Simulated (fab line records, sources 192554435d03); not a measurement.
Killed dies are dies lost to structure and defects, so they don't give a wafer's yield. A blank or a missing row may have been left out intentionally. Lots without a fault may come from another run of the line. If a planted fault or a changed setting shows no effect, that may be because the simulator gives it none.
Split-lot trial ; flow n5-finfet ; 7 lots, 21 wafers read, on a route of 1938 steps

== THE SPLIT ==
At N5_WELL_APT_COAT_02 (resist thk 950 nm), the setting spin-rpm was moved away from the recipe's 1357 rpm on 3 of the 21 wafers read, by -4.3% to +3.8%. For the rest of the wafers, this setting stayed at what the recipe calls for.

The split's own step is where the reading is taken.

== THE READING ==
coat_of_WELL_APT_COAT_02.thk-nm (the simulator's own value, which no gauge read), in nm, at N5_WELL_APT_COAT_02 (resist thk 950 nm). The file does not state a usual value for it. Across the 18 wafers here that went through the recipe, the average is 952.0 nm and the standard deviation 3 nm.

wafer;tool, chamber at the split;spin-rpm as run, rpm;against the recipe;coat_of_WELL_APT_COAT_02.thk-nm, nm;against lot-mates on the recipe
L080.2;litho-track-02, 0;1357;recipe;952.9;-
L080.3;litho-track-02, 0;1357;recipe;953.7;-
L080.6;litho-track-02, 0;1357;recipe;956.2;-
L083.4;litho-track-01, 0;1357;recipe;953.7;-
L083.5;litho-track-01, 0;1298;-4.3%;974.6;+20.4
L083.6;litho-track-01, 0;1357;recipe;954.6;-
L084.1;litho-track-02, 0;1357;recipe;955;-
L084.2;litho-track-02, 0;1357;recipe;955;-
L084.4;litho-track-02, 0;1357;recipe;955.4;-
L085.1;litho-track-01, 0;1357;recipe;950.6;-
L085.3;litho-track-01, 0;1357;recipe;949.3;-
L085.4;litho-track-01, 0;1357;recipe;948.4;-
L086.1;litho-track-05, 0;1409;+3.8%;932.2;-16.0
L086.2;litho-track-05, 0;1357;recipe;948.2;-
L086.5;litho-track-05, 0;1409;+3.8%;930;-18.2
L088.3;litho-track-02, 0;1357;recipe;954;-
L088.4;litho-track-02, 0;1357;recipe;951.4;-
L088.6;litho-track-02, 0;1357;recipe;953.8;-
L092.2;litho-track-05, 0;1357;recipe;948;-
L092.3;litho-track-05, 0;1357;recipe;947.6;-
L092.5;litho-track-05, 0;1357;recipe;947.6;-

THE FIT
A straight line over all 21 wafers: coat_of_WELL_APT_COAT_02.thk-nm changes by -5.35 nm for each +1% of spin-rpm; r = -0.95; the points scatter about the line by 2.9 nm.
The same after taking each lot's own level away (the mean of its wafers on the recipe; 21 wafers): -4.56 nm for each +1%; r = -0.99; scatter 0.92 nm.
The reading moves by 20 nm for the largest change in spin-rpm, on that fit.
Across the lots, their own levels run from 947.73 to 955.13 nm, a range of 2.5 times the standard deviation given above.
So the slope is not independent of the lot-to-lot level: the two fits are not the same.
Check: with one of the wafers moved furthest among these (-4.3%) left out of the fit, the line predicts +19.4 nm for it against its lot-mates. It came out at +20.4 nm against them.

== THE FILE'S OWN FIT ==
coat_of_WELL_APT_COAT_02.thk-nm changes by -4.6 nm for each +1% of spin-rpm, r = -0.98.
